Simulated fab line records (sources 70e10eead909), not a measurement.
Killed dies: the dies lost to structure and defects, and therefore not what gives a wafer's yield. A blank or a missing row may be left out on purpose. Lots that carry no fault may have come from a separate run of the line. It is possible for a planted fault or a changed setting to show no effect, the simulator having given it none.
A lot that was struck, set against a sound lot    flow nand_harc    14 out of 1302 route steps
Sound: the wafers L956.4, L956.5, L956.6. Struck: wafer L973.4. (L973.1, L973.6 of the same lot were not struck and are left out.) The cause comes at the end.
At each step with rows: each side's tool, then ch and its chambers, then its first start. Under that, the readings that differ: sound wafers    struck wafers    difference of the means    sigmas: that difference in standard deviations of wafers without a fault.
alike: a reading whose means differ by less than 2 such deviations, as well as words and numbers matching on both sides. not compared: withheld readings; readings where some wafer has no value; bounds like >300 that might hide an equal value; numbers whose values overlap and for which the record gives no deviation.
A row with sigmas, a row that says differs or no value, or rows on one side alone: a step with any of these is where the two part. Numbers that have no deviation but don't overlap get no sigmas and don't part them. A reading that every wafer of one side lacks parts them only if that side has two wafers or more.

NHARC_A_CONTACT_ETCH_134: etches the open film in C4F8/O2/Ar, time 140 s, target depth 700 nm.
  sound on har_cap_etch-02 ch 0,1, day 23 11:22; struck on har_cap_etch-03 ch 1, day 30 21:23
  alike: chamber_pressure_mTorr, run_length_s
  not compared: rf_hours_counter_h
then, 1 step without rows for these wafers: NHARC_A_CONTACT_ETCH_135 (etches the open film in C4F8/O2/Ar, time 311 s, target depth 1912 nm).
NHARC_A_CONTACT_ETCH_136: etches the open film in C4F8/O2/Ar, time 311 s, target depth 1912 nm.
  sound on har_cap_etch-02 ch 0,1, day 23 11:52; struck on har_cap_etch-03 ch 1, day 30 21:52
  alike: chamber_pressure_mTorr
  not compared: rf_hours_counter_h, run_length_s
then, 2 steps without rows for these wafers: NHARC_A_CONTACT_ETCH_137 (etches the open film in C4F8/O2/Ar, time 311 s, target depth 1912 nm); NHARC_A_CONTACT_ETCH_138 (etches the open film in C4F8/O2/Ar, time 311 s, target depth 1914 nm).
NHARC_A_CONTACT_ETCH_139: etches the open film in C4F8/O2/Ar, time 195 s, target depth 840 nm.
  sound on har_cap_etch-02 ch 0,1, day 23 12:41; struck on har_cap_etch-03 ch 1, day 30 22:41
  alike: chamber_pressure_mTorr, run_length_s
  not compared: rf_hours_counter_h
NHARC_A_CONTACT_ETCH_92: etches the open film in CH3F/O2, target depth 40 nm, time 85.7 s.
  sound on rie_diel-08 ch 0,2,3, day 23 13:10; struck on rie_diel-02 ch 1, day 30 23:12
reading                          sound           struck  difference  sigmas
showerhead_plenum_p_Torr (Torr)  2.37 2.39 2.41  2.59    +0.20       +3
  alike: chamber_pressure_mTorr, drypump_motor_current_A, oes_product_au, rf_fwd_power_W, rf_vpp_V, run_length_s, throttle_valve_pct
  not compared: rf_hours_counter_h
then, 1 step without rows for these wafers: NHARC_A_CONTACT_ETCH_98 (etches the open film in C4F6/O2, target depth 20 nm, time 10 s).
NHARC_A_CONTACT_CD_MEAS_15:
  sound on cd_sem-01, day 23 13:22; struck on cd_sem-02, day 30 23:28
  alike: cd_nm
then, 3 steps without rows for these wafers: NHARC_A_CONTACT_STRIP_107 (strips in N2/H2); NHARC_A_CONTACT_STRIP_108 (strips in CF4/CHF3); NHARC_A_CONTACT_STRIP_109 (strips in O2/COS).
NHARC_A_CONTACT_ETCH_110: etches the open film in CF4/O2, target depth 60 nm, overetch 6 nm, time 33 s.
  sound on rie_diel-08 ch 0,2,3, day 23 13:41; struck on rie_diel-08 ch 0, day 30 23:45
reading                 sound           struck  difference                    sigmas
rf_hours_counter_h (h)  - - -           32      no value on the sound wafers  
run_length_s (s)        53.8 54.5 54.3  52.0    -2.2                          -7
  alike: chamber_pressure_mTorr, drypump_motor_current_A, oes_o_777_au, oes_product_au, rf_vpp_V, showerhead_plenum_p_Torr, throttle_valve_pct
  not compared: rf_fwd_power_W
NHARC_A_CONTACT_STRIP_26: strips in O2.
  sound on rie_diel-08 ch 0,2,3; struck on rie_diel-08 ch 2
reading                         sound                 struck  difference                    sigmas
chamber_pressure_mTorr (mTorr)  59.93 60.01 60.03     59.88   -0.11                         -2
rf_hours_counter_h (h)          - - -                 32      no value on the sound wafers  
throttle_valve_pct (%)          17.042 17.035 17.027  17.014  -0.021                        -2
  alike: drypump_motor_current_A, oes_product_au, rf_vpp_V, showerhead_plenum_p_Torr

## WHERE THEY PART
First at NHARC_A_CONTACT_ETCH_92; last, within this record, at NHARC_A_CONTACT_STRIP_26.

WHY: whatever the simulator had introduced
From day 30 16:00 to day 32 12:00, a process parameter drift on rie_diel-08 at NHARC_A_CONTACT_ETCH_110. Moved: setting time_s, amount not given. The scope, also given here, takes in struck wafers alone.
